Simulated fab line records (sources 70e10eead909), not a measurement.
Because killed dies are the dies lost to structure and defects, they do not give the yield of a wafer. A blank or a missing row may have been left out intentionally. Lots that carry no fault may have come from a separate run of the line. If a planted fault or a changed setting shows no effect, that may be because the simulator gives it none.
Chamber matching	flow nand harc	rie diel-10 running NHARC_A_SLIT_ETCH_29: 4 sister chambers
The step etches the open film in CF4/O2, target depth 100 nm, overetch 10 nm, time 55 s. 27 wafers are shown with their chamber, then 12 later ones without.

WAFERS, EACH WITH ITS CHAMBER
wafer	chamber	drypump motor current A (A)	showerhead plenum p Torr (Torr)	rf vpp V (V)
L074.2	0	5.4	1.288	198.5
L074.4	2	6.0	1.311	197.1
L074.6	1	5.5	1.310	196.1
L076.2	3	6.1	1.254	196.4
L076.3	2	6.0	1.311	197.4
L076.5	0	5.4	1.288	197.2
L080.1	0	5.4	1.287	196.8
L080.5	0	5.4	1.288	198.5
L080.6	3	6.1	1.254	195.2
L085.1	0	5.4	1.287	197.2
L085.3	2	6.0	1.310	197.4
L085.5	0	5.4	1.287	196.7
L087.2	3	6.1	1.253	196.5
L087.3	1	5.5	1.308	196.7
L087.5	2	6.0	1.310	197.0
L086.1	1	5.5	1.308	197.6
L086.3	2	6.0	1.310	196.6
L086.5	1	5.5	1.308	196.6
L084.2	3	6.1	1.253	197.0
L084.3	2	6.1	1.310	196.5
L084.4	0	5.4	1.286	197.2
L090.1	2	6.0	1.310	197.2
L090.2	0	5.4	1.286	197.1
L090.3	1	5.5	1.308	196.8
L091.4	0	5.4	1.287	196.6
L091.5	2	6.0	1.309	197.2
L091.6	3	6.1	1.252	196.1

SIGNATURES (means of the wafers above)
reading	chamber 0	chamber 1	chamber 2	chamber 3	scatter within a chamber
drypump motor current A	5.400	5.500	6.013	6.100	0.0195
showerhead plenum p Torr	1.28711	1.30840	1.31012	1.25320	0.000774
rf vpp V	197.311	196.760	197.050	196.240	0.582
Rule: a wafer's distance from a chamber is the root of the sum, over the readings, of the square of ((its reading less the chamber's mean) divided by the reading's scatter). The wafer belongs to the nearest chamber; if the next one is less than 2 further off, it can't be placed. How the scatter is found: for the shown wafers, subtract from each reading the mean of its chamber, square and add these, divide the total by (wafers less chambers), then take the root.

WAFERS MISSING THEIR CHAMBER
wafer	drypump motor current A (A)	showerhead plenum p Torr (Torr)	rf vpp V (V)
L093.2	5.5	1.308	197.0
L093.3	6.1	1.253	198.0
L093.6	5.4	1.286	198.1
L092.1	6.0	1.310	197.3
L092.2	6.1	1.252	195.4
L092.6	5.4	1.307	197.1
L096.1	6.1	1.252	195.2
L096.3	5.5	1.308	197.5
L096.4	5.4	1.286	197.0
L095.2	6.0	1.309	196.9
L095.3	5.5	1.307	197.6
L095.4	6.1	1.252	195.3

EACH ONE'S CHAMBER
wafer	from the rows above	in truth
L093.2	1	1
L093.3	3	3
L093.6	0	0
L092.1	2	2
L092.2	3	3
L092.6	1	1
L096.1	3	3
L096.3	1	1
L096.4	0	0
L095.2	2	2
L095.3	1	1
L095.4	3	3
Correctly placed: 12 of 12. Number that these rows cannot place: 0. Number placed wrongly: 0.
